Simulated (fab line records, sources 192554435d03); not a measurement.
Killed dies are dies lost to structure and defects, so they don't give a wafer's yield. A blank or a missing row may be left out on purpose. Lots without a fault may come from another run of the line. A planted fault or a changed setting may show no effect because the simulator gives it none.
Chamber matching | flow n5_finfet | N5_BEOL_M6_CURE_75 on uv_cure-03: 3 sister chambers
The step cures SiCOH lowk, time 120 s. 3 wafers are shown with their chamber, then 10 later ones without.

WAFERS WITH THEIR CHAMBER
wafer  | chamber | wafer_temp_C_max
L083.6 | 1       | 371.7
L086.3 | 0       | 371.3
L087.3 | 2       | 371.6

WAFERS WITHOUT THEIR CHAMBER
wafer  | wafer_temp_C_max
L087.4 | 370.8
L087.2 | 371.1
L087.5 | 371.1
L087.6 | 371.6
L088.1 | 371.4
L088.4 | 371.7
L088.5 | 371.6
L096.3 | 371.5
L096.5 | 371.2
L096.6 | 371.5

WHICH CHAMBER EACH WENT THROUGH
wafer  | from the rows above          | in truth
L087.4 | can't be placed: 0 or 2      | 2
L087.2 | can't be placed: 0 or 2      | 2
L087.5 | can't be placed: 0 or 2      | 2
L087.6 | can't be placed: 2 or 1 or 0 | 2
L088.1 | can't be placed: 0 or 2 or 1 | 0
L088.4 | can't be placed: 1 or 2      | 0
L088.5 | can't be placed: 2 or 1 or 0 | 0
L096.3 | can't be placed: 2 or 0 or 1 | 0
L096.5 | can't be placed: 0 or 2      | 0
L096.6 | can't be placed: 2 or 0 or 1 | 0
Placed correctly: 0 of 10. Can't be placed from these rows: 10 (the true chamber is among the candidates in 9). Placed wrongly: 0.
How it was worked out, from the rows above alone: a wafer's distance from a chamber is the root of the sum, over the readings, of the square of ((its reading less the chamber's mean) divided by the reading's scatter). The wafer belongs to the nearest chamber; if the next one is less than 2 further off, it can't be placed. A chamber's mean is the mean of its shown wafers. The scatter: with one shown wafer a chamber, the root of the mean of the squares of how far each hidden wafer lies from its nearest shown one.
